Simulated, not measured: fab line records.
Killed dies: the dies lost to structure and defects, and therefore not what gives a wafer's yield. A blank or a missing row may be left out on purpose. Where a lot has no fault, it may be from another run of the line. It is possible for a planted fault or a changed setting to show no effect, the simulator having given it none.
8D (eight disciplines) problem report, filled in by code	flow n5-finfet	the parts of the form that need people (team, actions taken, sign-off) are left out

1. THE PROBLEM
Wafers without a fault read 66.36 s, standard deviation 0.24; run-length-s at N5_BEOL_M2_COAT_61 reads a mean of 69.79 s on 4 wafers belonging to 3 lots. That is +14 standard deviations from the usual mean.
The step: time 60 s, resist thk 60 nm.
First observed at day 9 14:44: wafer L803.2, on litho-track-01. Wafers with a number at this step in the record: 30, from 10 lots. The rule behind "out" and "out of limits": a value lying over 4 standard deviations away from the usual mean. The other wafers with a number count as sound.

2. WHAT IT IS, WHAT IT ISN'T
question	is	is not
which readings at this step	run-length-s	plate-temp-C
which lots	L803, L804, L805	L792, L797, L798, L799, L801, L813, L814
which wafers of those lots	L803.2, L803.6, L804.6, L805.2	L803.5, L804.4, L804.5, L805.3, L805.4
read on which tools	litho-track-01	litho-track-02, litho-track-05
when	from day 9 14:44	up to then (16 sound wafers); but 10 sound wafers of L804, L805, L813, L814 came after

3. THE SUSPECTS, EACH WITH WHAT RULES IT OUT
Counting: if a tool at a process step up to the reading ran every lot that is out, it stays a suspect. Sound lots after the first of them don't rule it out here, since some wafers of a struck lot are sound.
- litho-track-01 at N5_BEOL_M2_COAT_61 (time 60 s, resist thk 60 nm): kept. It ran every lot that is out, first L803 (day 9 14:44); its last sound lot up to then is L801 (day 9 03:14). On those wafers its own readings are out: run-length-s.
The count leaves litho-track-01 at N5_BEOL_M2_COAT_61.

4. THE CAUSE (what the simulator had put in)
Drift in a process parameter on litho-track-01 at N5_BEOL_M2_COAT_61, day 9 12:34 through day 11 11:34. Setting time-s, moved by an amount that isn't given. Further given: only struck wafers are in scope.
Only this tool survived the counting.

5. SEQUENCE OF EFFECTS, ordered by route
One row per reading whose mean, taken over the struck wafers that have a number, lies over 3 standard deviations from the usual. Readings are gone through only where the record gives a usual standard deviation; hours: the median, over the lots, of the time from a lot's start at the first step in this table giving one to that lot's start at this step; sigmas: the change measured in usual standard deviations.
hours	step	reading	usual	on struck wafers	change	sigmas
0	N5_BEOL_M2_COAT_61	run-length-s	66.36 s	69.79	+3.43	+14
It contains these process steps:
- N5_BEOL_M2_COAT_61: time 60 s, resist thk 60 nm.
Later steps that measure or inspect, where all struck wafers having a row at the step show a number for every such reading and not one has moved that far: N5_BEOL_M4_RC_MEAS_101.

6. WHAT WOULD HAVE CAUGHT IT SOONER
In this record the first reading out of limits was taken at day 9 14:44, 2 hours after the fault began at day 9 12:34.
